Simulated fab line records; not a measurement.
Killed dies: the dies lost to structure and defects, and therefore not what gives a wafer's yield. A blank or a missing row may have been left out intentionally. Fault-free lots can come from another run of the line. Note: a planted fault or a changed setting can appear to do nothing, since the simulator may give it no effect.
A struck lot beside a sound one -- flow nand-harc -- 17 steps out of a route of 1302
Sound: wafers L160.1, L160.2, L160.6. Wafers struck: L167.1, L167.2, L167.6. The cause comes at the end.
Order at every step that has rows: each side's tool, ch and its chambers, its first start. Under that, the readings that differ: sound wafers -- struck wafers -- difference of the means -- sigmas: that difference in standard deviations of wafers without a fault.
alike: words and numbers the same on both sides, and readings whose means are apart by under 2 such deviations; not compared: readings that were withheld, readings missing a value for some wafer, numbers with overlapping values and no deviation given by the record, and bounds like >300 which may hide the same value.
Wherever a step has rows on one side only, a row that says differs or no value, or a row with sigmas, the two part there. Non-overlapping numbers with no deviation appear without sigmas and do not part them. Lack of a reading on every wafer of one side parts them only where that side has two or more wafers.

NHARC_P_GATE_ALD_36: deposits SiNx, target thk 20 nm, pulse time 60 s, ald cycles 223.
  sound on ald-sin-02 ch 0,1, day 5 21:21; struck on ald-sin-03 ch 1,2, day 8 19:40
  alike: heater-power-w, precursor-pulse-height-rel
NHARC_P_GATE_ETCHBACK_37: etches the open film in CHF3/O2, target depth 34.5 nm, time 17.2 s.
  sound: rie-diel-11 ch 0,3; struck: rie-diel-11 ch 1,2
  alike: chf3-flow-sccm, drypump-motor-current-A, oes-product-au, rf-vpp-V, showerhead-plenum-p-Torr, throttle-valve-pct
  not compared: rf-hours-counter-h
NHARC_P_GATE_STRIP_101: strips in O2, time 20 s.
  sound on rie-diel-11 ch 2,3, day 6 07:02; struck on rie-diel-11 ch 0,2, day 9 05:16
  alike: drypump-motor-current-A, oes-product-au, rf-vpp-V, showerhead-plenum-p-Torr, throttle-valve-pct
  not compared: rf-hours-counter-h
then, 9 steps without rows for these wafers: NHARC_P_GATE_PRECLEAN_97 (cleans in SPM, time 600 s); NHARC_P_GATE_SRD_98; NHARC_P_GATE_PRECLEAN_99 (cleans in SC1); NHARC_P_GATE_SRD_100; NHARC_P_GATE_DEHYDRATE_38 (time 120 s); NHARC_P_GATE_HMDS_39 (time 30 s); NHARC_P_GATE_COAT_40; NHARC_P_GATE_SOFTBAKE_41 (time 95 s); NHARC_P_GATE_EBR_42.
NHARC_P_GATE_EXPOSE_43: exposes mask P NSD, target cd 720 nm.
  sound on krf-scanner-02 ch 0, day 6 07:48; struck on krf-scanner-01 ch 0, day 9 06:02
reading,sound,struck,difference,sigmas
mask,P_NSD#0 P_NSD#0 P_NSD#0,P_HVPW#0 P_HVPW#0 P_HVPW#0,differs,
then, 2 steps without rows for these wafers: NHARC_P_GATE_PEB_44 (peb time 85 s); NHARC_P_GATE_DEVELOP_45 (time 70 s).
NHARC_P_GATE_CD_MEAS_46: the cd target is 720 nm.
  sound on cd-sem-03 ch 0, day 6 07:58; struck on cd-sem-02 ch 0, day 9 06:11
reading,sound,struck,difference,sigmas
cd-nm (nm),723.5 720.4 721.5,- - -,no value on the struck wafers,
then, 1 step without rows for these wafers: NHARC_P_GATE_HARDBAKE_47 (time 80 s).

## WHERE THEY PART
First at NHARC_P_GATE_EXPOSE_43; last, within this record, at NHARC_P_GATE_CD_MEAS_46.

WHY: whatever the simulator had introduced
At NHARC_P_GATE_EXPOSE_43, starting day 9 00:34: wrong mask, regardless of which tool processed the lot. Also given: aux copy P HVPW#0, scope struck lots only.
